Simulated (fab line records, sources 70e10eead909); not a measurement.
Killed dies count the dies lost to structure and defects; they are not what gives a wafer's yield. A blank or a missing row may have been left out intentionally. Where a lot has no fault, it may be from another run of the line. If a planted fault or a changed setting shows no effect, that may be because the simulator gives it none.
fab line records	flow nand_harc
record: lots: 13	wafers: 37	last_day: 33
route steps=1302 shown A_CONTACT@1082 END@1302
lots that met no fault: from a run of the same line without faults
start_h: hours from the record's opening day to when the first of the lot's shown wafers began	wait_h: hours from the lot's prior step to this one	" identical to the entry in the row above	L1.1+2: several wafers, shown together as one row	- no value present, or no start provided	* or withheld: withheld	< > ~ a bound
route shown NAME@n: NAME is a module with steps in the file, n the number in the route of the first one	usual: mean/standard deviation taken from wafers without a fault	same: alike in all rows	chamber/n: place in a boat	sites: readings site by site	_std_site: standard deviation of those values	_edge_site: the outer-site mean with the inner-site mean subtracted	radius_mm: for every site, how far away it sits from the centre of the wafer	mask NAME#n: copy n	behind: the most recent tool/chamber to have shaped the wafer	hold: cause of the lot's hold/its duration in hours/its outcome	device: transistor that didn't switch, given as n, p or np	end of line: the route-end tests of the same wafers	where a step has no rows: the recipe by itself	killed: not the wafer's yield, but the dies lost to structure and defects at the first sort	map: dies across one wafer; x = killed, . = not, _ = none there
set.NAME: the setting that was run; set.NAME@STEP: the one run at that earlier step	model.NAME: the simulator's own value behind a step, which no gauge read
a sample of lots followed through the steps of the route, with each step as a table and each wafer as a row
services: the hour from which a tool's chamber was out of use, counted from the record's first day as start_h (under 0 if before that day), plus the number of hours and why
== steps ==
step: NHARC_A_CONTACT_ETCH_88
recipe: target_depth_a: 390	over_etch_frac: 0.3	time_s: 65	ion_energy_ev: 80	cf4_flow_sccm: 150	ar_flow_sccm: 0	rf_w: 300	bias_w: 100	chemistry: CF4
usual: drypump_motor_current_A: 5.6/0.4	oes_product_au: 0.998/0.015	rf_vpp_V: 151.6/1.3	showerhead_plenum_p_Torr: 1.79/0.079	throttle_valve_pct: 13.285/0.009
same: time_s: 65
lot.wafer	tool	chamber	start_h	wait_h	drypump_motor_current_A	oes_product_au	rf_hours_counter_h	rf_vpp_V	showerhead_plenum_p_Torr	throttle_valve_pct
L788.2	rie_diel-03	1	524.02	0.1	5.8	0.996	21	152.0	1.88	13.304
L788.5	"	2	"	"	5.4	1.017	-	151.3	1.78	13.284
L788.6	"	0	"	"	5.2	0.974	-	153.4	1.90	13.282
L786.1	rie_diel-03	0	525.17	0.1	5.2	0.965	16	154.9	1.90	13.284
L786.6	"	1	"	"	5.8	0.990	-	151.8	1.88	13.292
L786.4	"	0	"	"	5.2	0.967	-	151.8	1.90	13.294
L787.2	rie_diel-02	2	532.06	0.1	5.9	1.009	42	151.8	1.82	13.292
L787.6	"	3	"	"	5.2	1.017	-	152.4	1.77	13.283
L787.5	"	0	"	"	5.8	1.003	-	150.7	1.65	13.285
L791.3	rie_diel-02	0	555.65	0.1	5.8	0.990	55	150.3	1.64	13.278
L791.1	"	1	"	"	5.6	0.991	52	153.5	1.89	13.278
L791.2	"	2	"	"	5.8	1.015	52	152.6	1.82	13.283
L794.1	rie_diel-02	3	569.97	0.1	5.2	0.996	60	152.0	1.76	13.274
L794.2	"	2	"	"	5.9	1.019	56	152.8	1.81	13.283
L794.5	"	3	"	"	5.2	1.000	-	151.7	1.76	13.293
L793.3	rie_diel-04	0	574.90	0.1	6.1	1.014	6	150.7	1.68	13.293
L793.2	"	2	"	"	5.6	0.998	5	152.7	1.84	13.289
L793.5	"	1	"	"	6.2	0.982	-	152.4	1.84	13.289
L795.4	rie_diel-04	3	607.54	0.1	4.8	0.994	9	149.1	1.69	13.284
L795.2	"	0	"	"	6.1	1.017	10	151.3	1.67	13.280
L795.5	"	3	"	"	4.8	1.000	-	151.0	1.70	13.292
L796.1	rie_diel-04	1	619.40	0.1	6.2	0.980	11	151.1	1.84	13.274
L796.3	"	2	"	"	5.6	1.009	10	151.6	1.84	13.288
L796.6	"	1	"	"	6.1	0.983	-	153.6	1.84	13.294
L798.4	rie_diel-04	0	629.66	0.1	6.1	1.010	15	150.8	1.67	13.278
L798.1	"	2	"	"	5.6	0.993	13	151.5	1.83	13.270
L800.1	rie_diel-04	2	667.44	0.1	5.7	1.004	19	152.5	1.83	13.294
L800.5	"	0	"	"	6.1	1.003	-	149.3	1.67	13.286
L804.4	rie_diel-02	0	709.00	0.1	5.8	0.979	51	153.1	1.89	13.277
L804.6	"	1	"	"	5.7	1.005	-	152.2	1.88	13.295
L804.5	"	2	"	"	5.9	1.027	-	151.3	1.80	13.287
L808.2	rie_diel-04	0	723.57	0.1	6.1	1.007	0	149.8	1.67	13.278
L808.3	"	1	"	"	6.1	1.001	0	152.1	1.83	13.287
L808.4	"	3	"	"	4.8	0.986	0	149.7	1.69	13.297
L809.1	rie_diel-04	2	736.96	0.1	5.7	0.999	2	152.5	1.83	13.271
L809.2	"	0	"	"	6.1	0.995	2	151.7	1.67	13.282
L809.5	"	2	"	"	5.6	0.994	-	150.9	1.83	13.292
step: NHARC_A_CONTACT_ETCH_89
recipe: target_depth_a: 2600	over_etch_frac: 0.3	time_s: 475.3	ion_energy_ev: 200	n2_flow_sccm: 150	h2_flow_sccm: 150	ar_flow_sccm: 0	rf_w: 400	bias_w: 150	chemistry: N2/H2
usual: drypump_motor_current_A: 5.6/0.41	oes_product_au: 0.999/0.014	rf_vpp_V: 431.2/2.8	showerhead_plenum_p_Torr: 2.06/0.1	throttle_valve_pct: 14.172/0.0088
same: time_s: 475.3
lot.wafer	tool	chamber	start_h	wait_h	drypump_motor_current_A	oes_product_au	rf_hours_counter_h	rf_vpp_V	showerhead_plenum_p_Torr	throttle_valve_pct
L788.2	rie_diel-03	1	524.22	-	5.8	0.989	21	434.7	2.18	14.191
L788.6	"	0	"	"	5.2	0.972	-	434.6	2.21	14.171
L788.5	"	1	"	"	5.8	0.993	-	433.1	2.18	14.161
L786.1	rie_diel-03	1	525.35	-	5.8	0.995	22	434.2	2.18	14.171
L786.4	"	0	"	"	5.2	0.981	-	435.5	2.21	14.161
L786.6	"	1	"	"	5.8	0.994	-	435.8	2.18	14.174
L787.2	rie_diel-02	2	532.24	-	5.9	1.006	42	433.4	2.10	14.167
L787.5	"	3	"	"	5.3	1.004	-	430.6	2.04	14.180
L787.6	"	0	"	"	5.8	0.990	-	426.7	1.89	14.192
L791.2	rie_diel-02	3	555.77	-	5.3	1.000	55	429.1	2.04	14.173
L791.3	"	0	"	"	5.8	1.003	55	427.5	1.88	14.161
L791.1	"	1	"	"	5.6	1.011	52	435.1	2.20	14.167
L794.2	rie_diel-02	3	570.06	-	5.3	0.992	60	431.5	2.03	14.168
L794.1	"	0	"	"	5.8	0.997	60	425.9	1.88	14.173
L794.5	"	3	"	"	5.2	0.982	-	431.1	2.04	14.175
L793.2	rie_diel-04	0	575.02	-	6.1	1.005	6	426.6	1.92	14.162
L793.3	"	1	"	"	6.2	0.980	6	433.7	2.13	14.156
L793.5	"	0	"	"	6.1	1.020	-	427.7	1.92	14.155
L795.2	rie_diel-04	3	607.63	-	4.8	0.986	9	428.0	1.95	14.167
L795.4	"	2	"	"	5.6	0.998	8	432.6	2.13	14.178
L795.5	"	0	"	"	6.1	1.010	-	427.6	1.92	14.173
L796.3	rie_diel-04	1	619.52	-	6.2	0.984	11	432.7	2.13	14.164
L796.1	"	3	"	"	4.8	0.996	12	427.9	1.94	14.165
L796.6	"	1	"	"	6.2	0.986	-	432.6	2.13	14.176
L798.4	rie_diel-04	2	629.75	-	5.7	0.831	13	431.9	2.12	14.160
L798.1	"	0	"	"	6.1	1.016	16	426.7	1.92	14.175
L800.1	rie_diel-04	2	667.52	-	5.6	1.011	19	433.1	2.12	14.172
L800.5	"	2	"	"	5.6	0.844	-	432.9	2.12	14.181
L804.4	rie_diel-02	2	709.08	-	5.9	1.019	43	432.5	2.08	14.176
L804.5	"	2	"	"	5.9	1.022	-	431.3	2.08	14.173
L804.6	"	3	"	"	5.2	1.004	-	429.8	2.02	14.176
L808.4	rie_diel-04	2	723.69	-	5.6	0.986	0	433.1	2.12	14.177
L808.2	"	3	"	"	4.8	0.996	0	427.4	1.94	14.163
L808.3	"	0	"	"	6.1	1.009	1	426.3	1.91	14.174
L809.1	rie_diel-04	2	737.06	-	5.7	0.993	2	433.7	2.12	14.176
L809.2	"	3	"	"	4.8	0.988	2	428.5	1.94	14.169
L809.5	"	3	"	"	4.9	0.996	-	427.8	1.94	14.173
step: NHARC_A_CONTACT_ETCH_136
recipe: source_w: withheld	pressure_mtorr: 20	bias_v: 1200	time_s: 311	target_depth_a: 19120	ar_flow_sccm: withheld	c4f8_flow_sccm: withheld	o2_flow_sccm: withheld	chemistry: C4F8/O2/Ar
same: time_s: 311
lot.wafer	tool	chamber	start_h	wait_h	rf_hours_counter_h
L788.2	har_cap_etch-02	0	525.73	0.2	90
L788.6	"	0	"	"	-
L788.5	"	1	"	"	-
L786.1	har_cap_etch-01	1	527.02	0.3	4
L786.4	"	1	"	"	-
L786.6	"	1	"	"	-
L787.2	har_cap_etch-01	0	533.76	0.3	5
L787.5	"	0	"	"	-
L787.6	"	1	"	"	-
L791.2	har_cap_etch-01	1	557.16	0.2	11
L791.1	"	0	"	"	11
L791.3	"	0	"	"	-
L794.1	har_cap_etch-01	1	571.47	0.2	12
L794.2	"	0	"	"	12
L794.5	"	1	"	"	-
L793.2	har_cap_etch-02	1	576.41	0.2	104
L793.3	"	1	"	"	-
L793.5	"	1	"	"	-
L795.2	har_cap_etch-01	1	609.05	0.2	16
L795.4	"	1	"	"	-
L795.5	"	1	"	"	-
L796.1	har_cap_etch-02	1	620.91	0.2	109
L796.3	"	1	"	"	-
L796.6	"	1	"	"	-
L798.1	har_cap_etch-02	0	631.22	0.2	110
L798.4	"	1	"	"	-
L800.1	har_cap_etch-02	0	668.94	0.2	116
L800.5	"	0	"	"	-
L804.4	har_cap_etch-02	1	710.67	0.2	-
L804.5	"	0	"	"	-
L804.6	"	1	"	"	-
L808.2	har_cap_etch-03	0	725.09	0.2	81
L808.4	"	0	"	"	-
L808.3	"	1	"	"	-
L809.1	har_cap_etch-03	0	738.54	0.2	82
L809.2	"	1	"	"	82
L809.5	"	1	"	"	-
step: NHARC_A_CONTACT_CD_MEAS_15
usual: cd_nm: 190.1/0.75
lot.wafer	tool	chamber	start_h	wait_h	cd_nm
L788.2	cd_sem-02	-	527.33	-	190.6
L788.5	"	-	"	"	190.8
L788.6	"	-	"	"	190.7
L786.1	cd_sem-02	-	529.08	-	189.9
L786.4	"	-	"	"	190.5
L786.6	"	-	"	"	189.6
L787.2	cd_sem-03	-	535.73	-	191.4
L787.5	"	-	"	"	190.3
L787.6	"	-	"	"	189.9
L791.1	cd_sem-01	-	558.75	-	191.0
L791.2	"	-	"	"	191.2
L791.3	"	-	"	"	191.1
L794.1	cd_sem-01	-	573.06	-	190.3
L794.2	"	-	"	"	191.0
L794.5	"	-	"	"	190.1
L793.2	cd_sem-01	-	578.00	-	189.7
L793.3	"	-	"	"	190.2
L793.5	"	-	"	"	190.2
L795.2	cd_sem-01	-	610.65	-	190.2
L795.4	"	-	"	"	190.1
L795.5	"	-	"	"	189.9
L796.1	cd_sem-02	-	622.50	-	190.7
L796.3	"	-	"	"	190.2
L796.6	"	-	"	"	190.1
L798.1	cd_sem-02	-	632.78	-	189.9
L798.4	"	-	"	"	189.9
L800.1	cd_sem-03	-	670.53	-	189.9
L800.5	"	-	"	"	190.2
L804.4	cd_sem-01	-	712.14	-	190.0
L804.5	"	-	"	"	190.0
L804.6	"	-	"	"	189.8
L808.2	cd_sem-02	-	726.79	-	189.3
L808.3	"	-	"	"	189.4
L808.4	"	-	"	"	190.1
L809.1	cd_sem-02	-	740.15	-	189.4
L809.2	"	-	"	"	190.0
L809.5	"	-	"	"	189.7
step: NHARC_END_SORT_01
recipe: temp_c: 25
usual: killed_at_array: 61/24	killed_at_other: 1.2/1.3	killed_at_periphery: 3.7/2.6	killed_dies: 66/23	killed_open: 3.3/1.8	killed_short: 2.4/1.6
same: gross_dies: 677
lot.wafer	tool	chamber	start_h	wait_h	killed_at_array	killed_at_other	killed_at_periphery	killed_dies	killed_open	killed_short
L800.1	prober-01	0	716.55	2.5	57	3	6	66	1	2
L800.5	prober-01	0	719.76	3.7	603	3	2	608	3	2
killed by level:class
L800.1 A_CHANNEL_HOLE_D1:chamber_film_flake=42 A_STAIRCASE:chamber_film_flake=5 P_CONTACT:chamber_film_flake=4 A_CONTACT:chamber_film_flake=4 THIN_TSV:chamber_film_flake=3 A_SLIT:chamber_film_flake=2 A_ONON_D1:geometric_particle:open=1 A_ONON_D2:geometric_particle:short=1
L800.5 A_CONTACT:area_etch=559 A_CHANNEL_HOLE_D1:chamber_film_flake=31 A_SLIT:chamber_film_flake=3 THIN_TSV:chamber_film_flake=3 A_SGD_CUT:chamber_film_flake=2 A_CONTACT:chamber_film_flake=2 P_CONTACT:geometric_particle:open=1 A_CHANNEL_FILL_D1:geometric_particle:short=1
== services ==
tool	chamber	start_h	hours	kind
rie_diel-04	0	510.96	-	clean
rie_diel-04	1	510.96	-	clean
rie_diel-04	2	510.96	-	clean
rie_diel-04	3	510.96	-	clean
rie_diel-03	3	517.78	17.8	repair
rie_diel-04	-	531.90	9.0	pm
rie_diel-04	0	531.90	9.0	vent_cycle
rie_diel-04	1	531.90	9.0	vent_cycle
rie_diel-04	2	531.90	9.0	vent_cycle
rie_diel-04	3	531.90	9.0	vent_cycle
rie_diel-04	0	540.90	-	clean
rie_diel-04	0	540.90	-	consumable_replace:focus_ring
rie_diel-04	1	540.90	-	clean
rie_diel-04	2	540.90	-	clean
rie_diel-04	3	540.90	-	clean
rie_diel-04	3	562.59	3.2	repair
har_cap_etch-01	-	567.86	0.6	repair
rie_diel-02	-	570.78	9.0	pm
har_cap_etch-03	-	625.69	1.0	repair
rie_diel-03	-	634.91	1.3	repair
rie_diel-03	-	636.26	9.0	pm
rie_diel-02	1	663.83	8.8	repair
rie_diel-02	1	722.51	4.1	repair
rie_diel-03	3	722.71	9.7	repair
== key ==
first_sign: step: NHARC_A_CONTACT_ETCH_89	reading: oes_product_au	direction: down	sigmas: 11	usual: 0.999	struck: 0.837
effect: step: NHARC_END_SORT_01	reading: killed_dies	direction: up	sigmas: 24	usual: 66	struck: 608
more_kills_born_at: NHARC_A_CONTACT_ETCH_89@rie_diel-04: 559
met_at NHARC_A_CONTACT_ETCH_89
struck_lots L798,L800
struck_wafers L798.4,L800.5
later_rows_left_out L798.4,L800.5
sort_left_out L798.4
tester_left_out L798,L800
not_acting_at NHARC_A_CONTACT_ETCH_88,NHARC_A_CONTACT_ETCH_136,NHARC_A_CONTACT_CD_MEAS_15
onset_between 619.52 629.75
fault: kind: process_parameter_drift	tool: rie_diel-04	chamber: -	onset_h: 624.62	steps: NHARC_A_CONTACT_ETCH_89	channel: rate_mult	offset: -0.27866	shape: step	end_h: 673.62	scope: struck_wafers_only
tester_left_out: of these lots the tester's yield and bins aren't shown, on N5 and GAA mostly nor the transistor test; their killed dies are dies lost to structure and defects alone, not to doping, threshold or leakage, so they don't give the yield
sort_left_out: the simulated sort isn't trusted on such a fault, so these wafers' sort isn't shown, and their yield isn't known
later_rows_left_out: the simulator's readings of these wafers behind a module that went badly wrong aren't trusted and aren't shown, but for the sort
